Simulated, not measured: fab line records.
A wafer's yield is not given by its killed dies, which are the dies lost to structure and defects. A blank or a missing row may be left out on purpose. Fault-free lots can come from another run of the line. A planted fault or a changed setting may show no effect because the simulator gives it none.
Chamber matching || flow nand-harc || NHARC_A_STAIRCASE_DESCUM_443 on rie-diel-09 has 4 sister chambers
The step chemistry O2, time 3 s. 20 wafers are shown with their chamber, then 10 later ones without.

== WAFERS, EACH WITH ITS CHAMBER ==
{"wafer": "L079.3", "chamber": 0, "drypump-motor-current-A (A)": 4.8, "showerhead-plenum-p-Torr (Torr)": 1.90, "oes-product-au (a.u.)": 1.000}
{"wafer": "L079.4", "chamber": 2, "drypump-motor-current-A (A)": 6.2, "showerhead-plenum-p-Torr (Torr)": 1.95, "oes-product-au (a.u.)": 1.011}
{"wafer": "L079.5", "chamber": 1, "drypump-motor-current-A (A)": 5.8, "showerhead-plenum-p-Torr (Torr)": 1.94, "oes-product-au (a.u.)": 0.986}
{"wafer": "L083.3", "chamber": 3, "drypump-motor-current-A (A)": 6.3, "showerhead-plenum-p-Torr (Torr)": 1.94, "oes-product-au (a.u.)": 0.995}
{"wafer": "L083.4", "chamber": 1, "drypump-motor-current-A (A)": 5.7, "showerhead-plenum-p-Torr (Torr)": 1.94, "oes-product-au (a.u.)": 1.003}
{"wafer": "L083.5", "chamber": 2, "drypump-motor-current-A (A)": 6.2, "showerhead-plenum-p-Torr (Torr)": 1.95, "oes-product-au (a.u.)": 1.005}
{"wafer": "L082.1", "chamber": 3, "drypump-motor-current-A (A)": 6.3, "showerhead-plenum-p-Torr (Torr)": 1.94, "oes-product-au (a.u.)": 0.983}
{"wafer": "L082.5", "chamber": 2, "drypump-motor-current-A (A)": 6.2, "showerhead-plenum-p-Torr (Torr)": 1.95, "oes-product-au (a.u.)": 1.002}
{"wafer": "L082.6", "chamber": 3, "drypump-motor-current-A (A)": 6.3, "showerhead-plenum-p-Torr (Torr)": 1.94, "oes-product-au (a.u.)": 0.991}
{"wafer": "L084.1", "chamber": 2, "drypump-motor-current-A (A)": 6.2, "showerhead-plenum-p-Torr (Torr)": 1.95, "oes-product-au (a.u.)": 1.003}
{"wafer": "L084.4", "chamber": 2, "drypump-motor-current-A (A)": 6.2, "showerhead-plenum-p-Torr (Torr)": 1.95, "oes-product-au (a.u.)": 0.988}
{"wafer": "L084.5", "chamber": 1, "drypump-motor-current-A (A)": 5.8, "showerhead-plenum-p-Torr (Torr)": 1.94, "oes-product-au (a.u.)": 0.996}
{"wafer": "L086.2", "chamber": 0, "drypump-motor-current-A (A)": 4.8, "showerhead-plenum-p-Torr (Torr)": 1.89, "oes-product-au (a.u.)": 0.994}
{"wafer": "L086.5", "chamber": 1, "drypump-motor-current-A (A)": 5.8, "showerhead-plenum-p-Torr (Torr)": 1.94, "oes-product-au (a.u.)": 1.012}
{"wafer": "L086.6", "chamber": 2, "drypump-motor-current-A (A)": 6.2, "showerhead-plenum-p-Torr (Torr)": 1.94, "oes-product-au (a.u.)": 1.010}
{"wafer": "L089.1", "chamber": 1, "drypump-motor-current-A (A)": 5.8, "showerhead-plenum-p-Torr (Torr)": 1.93, "oes-product-au (a.u.)": 1.005}
{"wafer": "L089.4", "chamber": 3, "drypump-motor-current-A (A)": 6.4, "showerhead-plenum-p-Torr (Torr)": 1.94, "oes-product-au (a.u.)": 0.989}
{"wafer": "L089.5", "chamber": 1, "drypump-motor-current-A (A)": 5.7, "showerhead-plenum-p-Torr (Torr)": 1.93, "oes-product-au (a.u.)": 1.015}
{"wafer": "L093.3", "chamber": 0, "drypump-motor-current-A (A)": 4.8, "showerhead-plenum-p-Torr (Torr)": 1.89, "oes-product-au (a.u.)": 1.005}
{"wafer": "L093.5", "chamber": 3, "drypump-motor-current-A (A)": 6.3, "showerhead-plenum-p-Torr (Torr)": 1.93, "oes-product-au (a.u.)": 0.990}

SIGNATURES, as means of the wafers listed above
{"reading": "drypump-motor-current-A", "chamber 0": 4.800, "chamber 1": 5.767, "chamber 2": 6.200, "chamber 3": 6.320, "scatter within a chamber": 0.0365}
{"reading": "showerhead-plenum-p-Torr", "chamber 0": 1.8933, "chamber 1": 1.9367, "chamber 2": 1.9483, "chamber 3": 1.9380, "scatter within a chamber": 0.00477}
{"reading": "oes-product-au", "chamber 0": 0.99967, "chamber 1": 1.00283, "chamber 2": 1.00317, "chamber 3": 0.98960, "scatter within a chamber": 0.00808}
Rule: distance of a wafer from a chamber = root of the sum over the readings of ((wafer's reading minus chamber's mean) / reading's scatter) squared. If the next closest chamber is less than 2 further off than the closest, the wafer can't be placed; otherwise it belongs to the closest. The scatter: the root of (the sum of the squares of (reading less its chamber's mean) over the shown wafers, divided by (wafers less chambers)).

== WAFERS MISSING THEIR CHAMBER ==
{"wafer": "L093.6", "drypump-motor-current-A (A)": 6.2, "showerhead-plenum-p-Torr (Torr)": 1.94, "oes-product-au (a.u.)": 0.999}
{"wafer": "L092.3", "drypump-motor-current-A (A)": 5.7, "showerhead-plenum-p-Torr (Torr)": 1.93, "oes-product-au (a.u.)": 0.996}
{"wafer": "L092.4", "drypump-motor-current-A (A)": 6.2, "showerhead-plenum-p-Torr (Torr)": 1.94, "oes-product-au (a.u.)": 1.005}
{"wafer": "L092.6", "drypump-motor-current-A (A)": 6.3, "showerhead-plenum-p-Torr (Torr)": 1.93, "oes-product-au (a.u.)": 0.985}
{"wafer": "L096.3", "drypump-motor-current-A (A)": 5.7, "showerhead-plenum-p-Torr (Torr)": 1.93, "oes-product-au (a.u.)": 1.003}
{"wafer": "L096.4", "drypump-motor-current-A (A)": 6.4, "showerhead-plenum-p-Torr (Torr)": 1.93, "oes-product-au (a.u.)": 0.989}
{"wafer": "L096.5", "drypump-motor-current-A (A)": 5.7, "showerhead-plenum-p-Torr (Torr)": 1.93, "oes-product-au (a.u.)": 1.007}
{"wafer": "L097.3", "drypump-motor-current-A (A)": 4.8, "showerhead-plenum-p-Torr (Torr)": 1.89, "oes-product-au (a.u.)": 1.001}
{"wafer": "L097.5", "drypump-motor-current-A (A)": 5.7, "showerhead-plenum-p-Torr (Torr)": 1.93, "oes-product-au (a.u.)": 0.986}
{"wafer": "L097.6", "drypump-motor-current-A (A)": 6.2, "showerhead-plenum-p-Torr (Torr)": 1.94, "oes-product-au (a.u.)": 1.004}

== CHAMBER TAKEN BY EACH ==
{"wafer": "L093.6", "from the rows above": "can't be placed: 2 or 3", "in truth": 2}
{"wafer": "L092.3", "from the rows above": 1, "in truth": 1}
{"wafer": "L092.4", "from the rows above": 2, "in truth": 2}
{"wafer": "L092.6", "from the rows above": 3, "in truth": 3}
{"wafer": "L096.3", "from the rows above": 1, "in truth": 1}
{"wafer": "L096.4", "from the rows above": 3, "in truth": 3}
{"wafer": "L096.5", "from the rows above": 1, "in truth": 1}
{"wafer": "L097.3", "from the rows above": 0, "in truth": 0}
{"wafer": "L097.5", "from the rows above": 1, "in truth": 1}
{"wafer": "L097.6", "from the rows above": 2, "in truth": 2}
9 of 10 placed correctly. Not placeable from these rows: 1 (in 1, the candidates include the true chamber). 0 placed wrongly.
